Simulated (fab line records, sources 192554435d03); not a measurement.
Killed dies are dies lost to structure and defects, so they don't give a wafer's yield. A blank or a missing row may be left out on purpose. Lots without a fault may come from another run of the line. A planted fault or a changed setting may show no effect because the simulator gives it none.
fab line records | flow n5_finfet
record lots=7 wafers=39
route steps=1938 shown BEOL_M3@980 BEOL_M6@1194 BEOL_M8@1377
start_h: hours from the record's first day to the start of the lot's first wafer shown | wait_h: hours since the lot's step before | " the same as in the row above | L1.1+2: a row that stands for several wafers | - no value, or no start given | * or withheld: withheld | < > ~ a bound
route shown NAME@n: a module of which the file shows steps, and the number in the route of the first | usual: mean/standard deviation of fault-free wafers | same: alike in all rows | chamber/n: place in a boat | sites: the reading at each site | _std_site: their standard deviation | _edge_site: outer sites' mean less inner sites' | radius_mm: how far each site lies from the wafer's centre | mask NAME#n: copy n | behind: the tool/chamber that last shaped the wafer | hold: why the lot was held/for how many hours/how that ended | device: the transistor (n, p or np) that didn't switch | end of line: the same wafers' tests at the end of the route | a step without rows: its recipe alone | killed: dies lost to structure and defects at the first sort, not the wafer's yield | map: a wafer's dies, x killed, . not, _ none there
set.NAME: the setting as run; set.NAME@STEP: as run at that earlier step | model.NAME: the simulator's own value behind a step, which no gauge read
lots whose settings were changed on purpose; a table a step, a row a wafer
## steps
# step N5_BEOL_M3_TRENCH_ETCH_37
# recipe chemistry=C4F6/O2 target_depth_a=555.55 target=SiOC time_s=29.2 ion_energy_ev=250 pressure_mtorr=30 source_w=355 bias_w=185 Ar_flow_sccm=300 C4F6_flow_sccm=10 O2_flow_sccm=10
# columns lot.wafer tool chamber start_h wait_h set.target_depth_a model.BEOL_M3.feature_depth_nm model.etch.depth_nm
L079.1 rie_diel-05 0 - - 555.55 55.2 55.27
L079.2 " 1 " " 555.55 54.8 54.83
L079.3 " 2 " " 555.55 55 55.03
L079.4 " 0 " " 555.55 54.6 54.59
L079.5 " 2 " " 555.55 54.8 54.72
L079.6 " 1 " " 555.55 54.8 54.79
L081.1 rie_diel-06 3 - - 646.9 64.4 64.38
L081.2 " 0 " " 555.55 54.8 54.86
L081.3 " 1 " " 555.55 55.2 55.17
L081.4 " 2 " " 646.9 66.6 66.52
L081.5 " 3 " " 555.55 55.4 55.31
L081.6 " 0 " " 646.9 64.2 64.11
L082.1 rie_diel-03 2 - - 555.55 56.2 56.13
L082.2 " 0 " " 738.5 74.6 74.58
L082.3 " 1 " " 738.5 70.6 70.53
L082.4 " 3 " " 555.55 55.8 55.73
L082.5 " 3 " " 555.55 56 55.98
L082.6 " 0 " " 738.5 75 75.02
L083.1 rie_diel-03 3 - - 555.55 55.6 55.67
L083.2 " 1 " " 555.55 53.2 53.27
L083.3 " 0 " " 555.55 56.2 56.23
L083.4 " 2 " " 555.55 55.6 55.53
L083.5 " 3 " " 555.55 55.8 55.86
L083.6 " 0 " " 555.55 56.6 56.59
L084.1 rie_diel-03 3 - - 555.55 56 56.05
L084.2 " 0 " " 555.55 56.4 56.41
L084.3 " 1 " " 555.55 53 53.03
L084.4 " 2 " " 555.55 56 56.07
L084.5 " 0 " " 555.55 56.4 56.4
L084.6 " 3 " " 555.55 55.8 55.75
L086.1 rie_diel-03 1 - - 555.55 53 53
L086.5 " 3 " " 555.55 56 55.94
L086.6 " 2 " " 555.55 56 55.93
L093.1 rie_diel-05 2 - - 555.55 54.8 54.76
L093.2 " 1 " " 555.55 55.4 55.45
L093.3 " 3 " " 555.55 56.4 56.43
L093.4 " 0 " " 555.55 55.6 55.55
L093.5 " 0 " " 555.55 55 55.06
L093.6 " 3 " " 555.55 56.6 56.64
# step N5_BEOL_M3_ETCH_41
# recipe chemistry=CH3F/O2 target=SiCN target_depth_a=299 taper_deg=2 time_s=52.5 ion_energy_ev=120 mask_material=TiN pressure_mtorr=30 source_w=395 bias_w=75 Ar_flow_sccm=150 CH3F_flow_sccm=30 O2_flow_sccm=20
# step N5_BEOL_M3_STRIP_97
# recipe chemistry=N2/H2 time_s=10 power_w=450 temp_c=40 pressure_mtorr=20 rf_frequency_hz=6e+07 bias_power_w=7 n2_flow_sccm=200 h2_flow_sccm=200
# step N5_BEOL_M3_OCD_MEAS_38
# usual trench_depth_nm=55.5/1
# columns lot.wafer tool chamber start_h wait_h set.target_depth_a@BEOL_M3_TRENCH_ETCH_37 trench_depth_nm
L079.1 ocd-02 - 199.75 - 555.55 55.2
L079.2 " - " " 555.55 55.2
L079.3 " - " " 555.55 55.5
L079.4 " - " " 555.55 54.1
L079.5 " - " " 555.55 54.8
L079.6 " - " " 555.55 54.8
L081.1 ocd-01 - 205.79 - 646.9 64.5
L081.2 " - " " 555.55 55.1
L081.3 " - " " 555.55 55.4
L081.4 " - " " 646.9 66.6
L081.5 " - " " 555.55 55.1
L081.6 " - " " 646.9 64.4
L082.1 ocd-02 - 206.66 - 555.55 56.5
L082.2 " - " " 738.5 74.3
L082.3 " - " " 738.5 70.9
L082.4 " - " " 555.55 55.7
L082.5 " - " " 555.55 56.4
L082.6 " - " " 738.5 75.0
L083.1 ocd-01 - 209.73 - 555.55 56.0
L083.2 " - " " 555.55 53.4
L083.3 " - " " 555.55 56.9
L083.4 " - " " 555.55 55.6
L083.5 " - " " 555.55 55.7
L083.6 " - " " 555.55 56.8
L084.1 ocd-01 - 213.73 - 555.55 56.5
L084.2 " - " " 555.55 56.2
L084.3 " - " " 555.55 53.2
L084.4 " - " " 555.55 56.2
L084.5 " - " " 555.55 56.5
L084.6 " - " " 555.55 56.1
L086.1 ocd-01 - 230.75 - 555.55 52.7
L086.5 " - " " 555.55 56.6
L086.6 " - " " 555.55 55.6
L093.1 ocd-01 - 261.89 - 555.55 54.8
L093.2 " - " " 555.55 55.8
L093.3 " - " " 555.55 56.6
L093.4 " - " " 555.55 55.8
L093.5 " - " " 555.55 55.4
L093.6 " - " " 555.55 56.8
# step N5_BEOL_M6_ILD_DEP_00
# recipe material=SiCOH_lowk target_thk_a=1797.5 temp_c=300 precursor=DEMS/porogen pressure_torr=5 rf_w=500 time_s=33.4
# columns lot.wafer tool chamber start_h wait_h set.time_s model.SiCOH_lowk_of_BEOL_M6_ILD_DEP_00.thk_nm
L079.1 pecvd-02 0 228.00 0.0 21.3 114
L079.2 " 1 " " 21.3 116.8
L079.3 " 2 " " 33.4 176.2
L079.4 " 0 " " 33.4 179.8
L079.5 " 2 " " 21.3 113.6
L079.6 " 1 " " 33.4 181
L081.1+2 pecvd-01 2,1 230.96 0.0 33.4 174.2
L081.3+5 " 0,1 " " 33.4 177.4
L081.4 " 0 " " 33.4 181
L081.6 " 2 " " 33.4 178.4
L082.1 pecvd-01 0 234.85 0.0 33.4 179.4
L082.2 " 1 " " 42.94 227
L082.3 " 2 " " 33.4 176.8
L082.4 " 2 " " 33.4 180.4
L082.5 " 1 " " 42.94 228.6
L082.6 " 0 " " 42.94 231
L083.1 pecvd-01 2 240.46 0.0 52.11 275.6
L083.2 " 0 " " 33.4 180.4
L083.3 " 1 " " 52.11 272.6
L083.4 " 2 " " 52.11 279.4
L083.5 " 0 " " 33.4 181.8
L083.6 " 1 " " 33.4 179.6
L084.1 pecvd-01 1 248.08 0.0 33.4 176
L084.2 " 0 " " 33.4 180
L084.3 " 2 " " 33.4 177.2
L084.4 " 1 " " 33.4 179.2
L084.5 " 0 " " 33.4 182
L084.6 " 2 " " 33.4 180.2
L086.1 pecvd-02 2 260.45 0.0 33.4 176.6
L086.5 " 2 " " 33.4 183.8
L086.6 " 0 " " 33.4 183.4
L093.1 pecvd-04 2 297.60 0.0 48.47 256.8
L093.2 " 1 " " 33.4 181.4
L093.3 " 0 " " 48.47 258.4
L093.4 " 1 " " 48.47 260.6
L093.5 " 2 " " 33.4 181
L093.6 " 0 " " 33.4 185.8
# step N5_BEOL_M6_CURE_74
# recipe temp_c=385 time_s=240 ambient=He/Ar material=SiCOH_lowk
# columns lot.wafer tool chamber start_h wait_h set.time_s@BEOL_M6_ILD_DEP_00 model.SiCOH_lowk_of_BEOL_M6_ILD_DEP_00.thk_nm
L079.1 uv_cure-01 2 228.08 0.1 21.3 98
L079.2 " 2 " " 21.3 100.2
L079.3 " 2 " " 33.4 152
L079.4 " 2 " " 33.4 155
L079.5 " 2 " " 21.3 97.6
L079.6 " 2 " " 33.4 156
L081.1+2 uv_cure-01 2 231.03 0.0 33.4 150.2
L081.3+5 " 2 " " 33.4 153
L081.4 " 2 " " 33.4 156
L081.6 " 2 " " 33.4 153.8
L082.1 uv_cure-01 1 234.91 0.0 33.4 154.8
L082.2 " 1 " " 42.94 196.2
L082.3 " 1 " " 33.4 152.4
L082.4 " 1 " " 33.4 155.6
L082.5 " 1 " " 42.94 197.8
L082.6 " 1 " " 42.94 199.8
L083.1 uv_cure-03 0 240.53 0.0 52.11 239
L083.2 " 0 " " 33.4 155.6
L083.3 " 0 " " 52.11 236.4
L083.4 " 0 " " 52.11 242.4
L083.5 " 0 " " 33.4 156.8
L083.6 " 0 " " 33.4 154.8
L084.1 uv_cure-01 0 248.14 0.0 33.4 151.8
L084.2+6 " 0 " " 33.4 155.4
L084.3 " 0 " " 33.4 152.8
L084.4 " 0 " " 33.4 154.6
L084.5 " 0 " " 33.4 157
L086.1 uv_cure-01 1 260.52 0.0 33.4 152.2
L086.5 " 1 " " 33.4 158.4
L086.6 " 1 " " 33.4 158.2
L093.1 uv_cure-03 0 297.66 0.0 48.47 222.4
L093.2 " 0 " " 33.4 156.4
L093.3 " 0 " " 48.47 223.8
L093.4 " 0 " " 48.47 225.8
L093.5 " 0 " " 33.4 156
L093.6 " 0 " " 33.4 160.2
# step N5_BEOL_M6_THK_MEAS_01
# recipe reads=SiCOH_lowk_of_BEOL_M6_ILD_DEP_00
# usual M6_ILD_THK=155.6/2.1
# columns lot.wafer tool chamber start_h wait_h set.time_s@BEOL_M6_ILD_DEP_00 M6_ILD_THK[nm]
L079.1 film_metro-02 - 228.59 0.4 21.3 98.0
L079.2 " - " " 21.3 100.3
L079.3 " - " " 33.4 152.0
L079.4 " - " " 33.4 155.1
L079.5 " - " " 21.3 97.7
L079.6 " - " " 33.4 156.1
L081.1 film_metro-02 - 231.54 0.4 33.4 150.3
L081.2 " - " " 33.4 150.2
L081.3 " - " " 33.4 153.1
L081.4 " - " " 33.4 156.1
L081.5 " - " " 33.4 153.0
L081.6 " - " " 33.4 153.8
L082.1 film_metro-01 - 235.43 0.4 33.4 154.7
L082.2 " - " " 42.94 196.2
L082.3 " - " " 33.4 152.3
L082.4 " - " " 33.4 155.4
L082.5 " - " " 42.94 197.8
L082.6 " - " " 42.94 199.7
L083.1 film_metro-02 - 241.04 0.4 52.11 239.1
L083.2 " - " " 33.4 155.5
L083.3 " - " " 52.11 236.5
L083.4 " - " " 52.11 242.4
L083.5 " - " " 33.4 156.7
L083.6 " - " " 33.4 154.9
L084.1 film_metro-01 - 249.13 0.8 33.4 151.9
L084.2 " - " " 33.4 155.3
L084.3 " - " " 33.4 152.9
L084.4 " - " " 33.4 154.5
L084.5 " - " " 33.4 157.0
L084.6 " - " " 33.4 155.5
L086.1 film_metro-02 - 261.51 0.8 33.4 152.2
L086.5 " - " " 33.4 158.5
L086.6 " - " " 33.4 158.2
L093.1 film_metro-02 - 298.17 0.4 48.47 222.5
L093.2 " - " " 33.4 156.5
L093.3 " - " " 48.47 224.1
L093.4 " - " " 48.47 225.8
L093.5 " - " " 33.4 156.0
L093.6 " - " " 33.4 160.2
# step N5_BEOL_M8_TRENCH_ETCH_37
# recipe chemistry=C4F6/O2 target_depth_a=934.78 target=SiCOH_lowk time_s=31.2 ion_energy_ev=250 pressure_mtorr=30 source_w=345 bias_w=185 Ar_flow_sccm=300 C4F6_flow_sccm=10 O2_flow_sccm=10
# columns lot.wafer tool chamber start_h wait_h set.target_depth_a model.etch.depth_nm model.BEOL_M8.feature_depth_nm model.TiN_of_BEOL_M8_HM_DEP_02.thk_nm
L079.1 rie_diel-01 0 - - 934.78 95.29 95.2 17
L079.2 " 3 " " 934.78 93.44 93.4 17.2
L079.3 " 1 " " 934.78 96.28 96.2 17.4
L079.4 " 2 " " 934.78 93.24 93.2 17.2
L079.5 " 2 " " 934.78 94.01 94 17.2
L079.6 " 3 " " 934.78 92.44 92.4 17.2
L081.1 rie_diel-04 2 - - 934.78 91.83 91.8 18
L081.2 " 1 " " 934.78 92.19 92.2 17.8
L081.3 " 3 " " 934.78 92.07 92 17.8
L081.4 " 0 " " 934.78 94.28 94.2 17.8
L081.5 " 0 " " 934.78 94.89 94.8 17.6
L081.6 " 1 " " 934.78 93.2 93.2 17.6
L082.1 rie_diel-04 1 - - 934.78 90.91 91 17.4
L082.2 " 0 " " 554.6 55.99 56 18.4
L082.3 " 3 " " 554.6 54.19 54.2 18.4
L082.4 " 2 " " 934.78 91.94 92 18
L082.5 " 1 " " 554.6 54.19 54.2 18.6
L082.6 " 0 " " 934.78 94.16 94.2 17.4
L083.1 rie_diel-04 0 - - 934.78 94.51 94.6 17.6
L083.2 " 1 " " 934.78 91.77 91.8 17
L083.3 " 3 " " 934.78 91.48 91.4 17.4
L083.4 " 2 " " 1224 120.5 120.4 16.4
L083.5 " 1 " " 1224 120.9 120.8 16.6
L083.6 " 2 " " 1224 120.6 120.6 16.4
L084.1 rie_diel-02 1 - - 934.78 92.84 92.8 17.6
L084.2 " 3 " " 934.78 92.49 92.4 18
L084.3 " 2 " " 934.78 93.84 93.8 17.6
L084.4 " 0 " " 934.78 91.25 91.2 17.4
L084.5 " 0 " " 934.78 91.69 91.6 17.6
L084.6 " 3 " " 934.78 93.14 93.2 17.6
L086.1 rie_diel-04 3 - - 934.78 92.97 93 17.4
L086.5 " 0 " " 934.78 93.47 93.4 17.2
L086.6 " 3 " " 934.78 92.62 92.6 17.4
L093.1 rie_diel-04 3 - - 385.7 37.54 37.6 18.8
L093.2 " 2 " " 385.7 37.77 37.8 19.2
L093.3 " 1 " " 934.78 90.77 90.8 17.4
L093.4 " 0 " " 934.78 93.91 94 17.6
L093.5 " 1 " " 385.7 37.74 37.8 19
L093.6 " 2 " " 934.78 91.02 91 17.4
# step N5_BEOL_M8_ETCH_41
# recipe chemistry=CH3F/O2 target=SiCN target_depth_a=319 taper_deg=2 time_s=57.8 ion_energy_ev=120 mask_material=TiN pressure_mtorr=30 source_w=395 bias_w=75 Ar_flow_sccm=150 CH3F_flow_sccm=30 O2_flow_sccm=20
# step N5_BEOL_M8_STRIP_80
# recipe chemistry=N2/H2 time_s=10 power_w=450 temp_c=40 pressure_mtorr=20 rf_frequency_hz=6e+07 bias_power_w=7 n2_flow_sccm=200 h2_flow_sccm=200
# step N5_BEOL_M8_OCD_MEAS_38
# usual trench_depth_nm=93.0/1.3
# columns lot.wafer tool chamber start_h wait_h set.target_depth_a@BEOL_M8_TRENCH_ETCH_37 trench_depth_nm
L079.1 ocd-01 - 249.40 - 934.78 95.6
L079.2 " - " " 934.78 93.1
L079.3 " - " " 934.78 96.7
L079.4 " - " " 934.78 93.1
L079.5 " - " " 934.78 93.5
L079.6 " - " " 934.78 92.2
L081.1 ocd-02 - 251.28 - 934.78 92.0
L081.2 " - " " 934.78 92.5
L081.3 " - " " 934.78 92.1
L081.4 " - " " 934.78 94.6
L081.5 " - " " 934.78 94.5
L081.6 " - " " 934.78 93.6
L082.1 ocd-01 - 259.73 - 934.78 90.7
L082.2 " - " " 554.6 56.1
L082.3 " - " " 554.6 53.7
L082.4 " - " " 934.78 92.1
L082.5 " - " " 554.6 54.2
L082.6 " - " " 934.78 94.1
L083.1 ocd-02 - 261.85 - 934.78 94.2
L083.2 " - " " 934.78 91.3
L083.3 " - " " 934.78 91.7
L083.4 " - " " 1224 120.5
L083.5 " - " " 1224 120.9
L083.6 " - " " 1224 120.6
L084.1 ocd-01 - 270.80 - 934.78 92.5
L084.2 " - " " 934.78 92.7
L084.3 " - " " 934.78 94.4
L084.4 " - " " 934.78 90.9
L084.5 " - " " 934.78 92.6
L084.6 " - " " 934.78 92.7
L086.1 ocd-01 - 293.51 - 934.78 92.7
L086.5 " - " " 934.78 93.7
L086.6 " - " " 934.78 92.8
L093.1 ocd-02 - 316.48 - 385.7 37.9
L093.2 " - " " 385.7 37.9
L093.3 " - " " 934.78 90.9
L093.4 " - " " 934.78 93.9
L093.5 " - " " 385.7 37.4
L093.6 " - " " 934.78 91.0
# step N5_BEOL_M8_HM_STRIP_39
# recipe chemistry=peroxide_tin_strip material=TiN target_depth_a=250 temp_c=50 time_s=158
# step N5_BEOL_M8_SRD_40
# recipe time_s=30 temp_c=23 rinse_liquid=diw dry=ipa_marangoni
# step N5_BEOL_M8_ECD_50
# recipe material=Cu target_thk_a=3000
# step N5_BEOL_M8_ANNEAL_51
# recipe temp_c=225 time_s=90 ambient=N2
# step N5_BEOL_M8_CMP_52
# recipe stop_on=SiCOH_lowk t_overpolish_s=6.9 down_force_psi=1 platen_rpm=50 clearing_platen_down_force_psi=1.5 clearing_platen_rpm=50 post_cmp_clean=cu_alkaline target_thk_nm=80 clearing_platen_pad_velocity_m_s=0.99484 pad_velocity_m_s=0.99484
# columns lot.wafer tool chamber start_h wait_h set.target_depth_a@BEOL_M8_TRENCH_ETCH_37 model.Cu_of_BEOL_M8_ECD_50.thk_nm
L079.2+5 cmp-02 3 251.51 0.2 934.78 79
L079.1 " 0 " " 934.78 79.8
L079.3 " 1 " " 934.78 81.6
L079.4 " 2 " " 934.78 78
L079.6 " 0 " " 934.78 76.6
L081.1 cmp-04 0 254.80 0.3 934.78 79.4
L081.3 " 1 " " 934.78 78.4
L081.4 " 2 " " 934.78 81.4
L081.2 " 3 " " 934.78 78
L081.6 " 0 " " 934.78 81.2
L081.5 " 1 " " 934.78 80
L082.2 cmp-01 3 264.29 0.2 554.6 41
L082.3 " 0 " " 554.6 40.8
L082.4 " 1 " " 934.78 78
L082.1 " 2 " " 934.78 78.8
L082.6 " 3 " " 934.78 79.2
L082.5 " 0 " " 554.6 39
L083.1 cmp-02 3 265.94 0.3 934.78 81
L083.4 " 0 " " 1224 106
L083.2 " 1 " " 934.78 77.8
L083.3 " 2 " " 934.78 75.6
L083.5 " 3 " " 1224 106.8
L083.6 " 0 " " 1224 107.4
L084.1 cmp-04 0 273.41 0.3 934.78 81
L084.4 " 1 " " 934.78 78.4
L084.3 " 2 " " 934.78 80.2
L084.2 " 3 " " 934.78 79.2
L084.6 " 0 " " 934.78 80.8
L084.5 " 1 " " 934.78 78
L086.1 cmp-04 1 295.79 0.3 934.78 79.2
L086.5 " 0 " " 934.78 81.2
L086.6 " 1 " " 934.78 78.8
L093.4 cmp-02 2 319.69 0.1 934.78 80.2
L093.3+6 " 3 " " 934.78 76.6
L093.1+2 " 0,1 " " 385.7 23.6
L093.5 " 2 " " 385.7 22.8
# step N5_BEOL_M8_THK_MEAS_53
# recipe thk_meas_gauge=xrf reads=Cu_of_BEOL_M8_ECD_50
# usual M8_THK=78.5/1.9
# columns lot.wafer tool chamber start_h wait_h set.target_depth_a@BEOL_M8_TRENCH_ETCH_37 M8_THK[nm]
L079.1 film_metro-01 - 251.81 - 934.78 78.9
L079.2 " - " " 934.78 77.6
L079.3 " - " " 934.78 80.5
L079.4 " - " " 934.78 76.9
L079.5 " - " " 934.78 77.8
L079.6 " - " " 934.78 75.7
L081.1 film_metro-01 - 255.10 - 934.78 78.2
L081.2 " - " " 934.78 76.5
L081.3 " - " " 934.78 77.1
L081.4 " - " " 934.78 79.8
L081.5 " - " " 934.78 78.5
L081.6 " - " " 934.78 79.5
L082.1 film_metro-02 - 264.59 - 934.78 79.0
L082.2 " - " " 554.6 41.2
L082.3 " - " " 554.6 41.1
L082.4 " - " " 934.78 78.8
L082.5 " - " " 554.6 39.2
L082.6 " - " " 934.78 79.3
L083.1 film_metro-01 - 266.23 - 934.78 80.2
L083.2 " - " " 934.78 76.7
L083.3 " - " " 934.78 74.5
L083.4 " - " " 1224 104.7
L083.5 " - " " 1224 105.1
L083.6 " - " " 1224 106.4
L084.1 film_metro-02 - 273.70 - 934.78 80.6
L084.2 " - " " 934.78 78.9
L084.3 " - " " 934.78 80.1
L084.4 " - " " 934.78 78.4
L084.5 " - " " 934.78 78.1
L084.6 " - " " 934.78 80.9
L086.1 film_metro-01 - 296.05 - 934.78 77.6
L086.5 " - " " 934.78 79.7
L086.6 " - " " 934.78 77.3
L093.1 film_metro-01 - 319.98 - 385.7 23.4
L093.2 " - " " 385.7 23.1
L093.3 " - " " 934.78 75.6
L093.4 " - " " 934.78 79.4
L093.5 " - " " 385.7 22.6
L093.6 " - " " 934.78 75.5
# step N5_BEOL_M8_PRE_CLEAN_55
# recipe gas=NH3 time_s=15 temp_c=withheld rf_power_w=300
# step N5_BEOL_M8_DEP_56
# recipe material=SiCN target_thk_a=100 temp_c=withheld precursor=3MS/NH3 pressure_torr=3 rf_w=202 time_s=17.5
# step N5_BEOL_M8_RS_MEAS_57
# recipe thk_meas_gauge=four-point-probe reads=Cu_of_BEOL_M8_ECD_50+Co_of_BEOL_M8_CVD_78+TaN_of_BEOL_M8_ALD_77
# usual M8_RS=0.289/0.0077
# columns lot.wafer tool chamber start_h wait_h set.target_depth_a@BEOL_M8_TRENCH_ETCH_37 M8_RS[ohm/sq]
L079.1 film_metro-02 - 251.94 0.1 934.78 0.287
L079.2 " - " " 934.78 0.291
L079.3 " - " " 934.78 0.280
L079.4 " - " " 934.78 0.295
L079.5 " - " " 934.78 0.290
L079.6 " - " " 934.78 0.301
L081.1 film_metro-01 - 255.23 0.1 934.78 0.288
L081.2 " - " " 934.78 0.295
L081.3 " - " " 934.78 0.293
L081.4 " - " " 934.78 0.280
L081.5 " - " " 934.78 0.286
L081.6 " - " " 934.78 0.281
L082.1 film_metro-01 - 264.72 0.1 934.78 0.292
L082.2 " - " " 554.6 0.651
L082.3 " - " " 554.6 0.655
L082.4 " - " " 934.78 0.294
L082.5 " - " " 554.6 0.694
L082.6 " - " " 934.78 0.289
L083.1 film_metro-01 - 266.39 0.1 934.78 0.282
L083.2 " - " " 934.78 0.295
L083.3 " - " " 934.78 0.306
L083.4 " - " " 1224 0.206
L083.5 " - " " 1224 0.205
L083.6 " - " " 1224 0.204
L084.1 film_metro-01 - 273.83 0.1 934.78 0.282
L084.2 " - " " 934.78 0.290
L084.3 " - " " 934.78 0.285
L084.4 " - " " 934.78 0.292
L084.5 " - " " 934.78 0.295
L084.6 " - " " 934.78 0.282
L086.1 film_metro-02 - 296.18 0.1 934.78 0.290
L086.5 " - " " 934.78 0.282
L086.6 " - " " 934.78 0.291
L093.1 film_metro-01 - 320.11 0.1 385.7 1.358
L093.2 " - " " 385.7 1.373
L093.3 " - " " 934.78 0.302
L093.4 " - " " 934.78 0.285
L093.5 " - " " 385.7 1.441
L093.6 " - " " 934.78 0.302
## key
split step=N5_BEOL_M3_TRENCH_ETCH_37 setting=target_depth_a stated=555.55 by=wafer
response step=N5_BEOL_M3_TRENCH_ETCH_37 reading=model.BEOL_M3.feature_depth_nm change=+0.543 per=1% r=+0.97
response step=N5_BEOL_M3_TRENCH_ETCH_37 reading=model.etch.depth_nm change=+0.544 per=1% r=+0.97
response step=N5_BEOL_M3_OCD_MEAS_38 reading=trench_depth_nm change=+0.539 per=1% r=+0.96
split step=N5_BEOL_M6_ILD_DEP_00 setting=time_s stated=33.4 by=wafer
response step=N5_BEOL_M6_ILD_DEP_00 reading=model.SiCOH_lowk_of_BEOL_M6_ILD_DEP_00.thk_nm change=+1.71 per=1% r=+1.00
response step=N5_BEOL_M6_CURE_74 reading=model.SiCOH_lowk_of_BEOL_M6_ILD_DEP_00.thk_nm change=+1.5 per=1% r=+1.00
response step=N5_BEOL_M6_THK_MEAS_01 reading=M6_ILD_THK change=+1.5 per=1% r=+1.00
split step=N5_BEOL_M8_TRENCH_ETCH_37 setting=target_depth_a stated=934.78 by=wafer
response step=N5_BEOL_M8_TRENCH_ETCH_37 reading=model.etch.depth_nm change=+0.92 per=1% r=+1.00
response step=N5_BEOL_M8_TRENCH_ETCH_37 reading=model.BEOL_M8.feature_depth_nm change=+0.92 per=1% r=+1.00
response step=N5_BEOL_M8_TRENCH_ETCH_37 reading=model.TiN_of_BEOL_M8_HM_DEP_02.thk_nm change=-0.0251 per=1% r=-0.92
response step=N5_BEOL_M8_OCD_MEAS_38 reading=trench_depth_nm change=+0.922 per=1% r=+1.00
response step=N5_BEOL_M8_CMP_52 reading=model.Cu_of_BEOL_M8_ECD_50.thk_nm change=+0.931 per=1% r=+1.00
response step=N5_BEOL_M8_THK_MEAS_53 reading=M8_THK change=+0.924 per=1% r=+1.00
response step=N5_BEOL_M8_RS_MEAS_57 reading=M8_RS shape=bent at_lowest=1.391 at_stated=0.290 at_highest=0.205
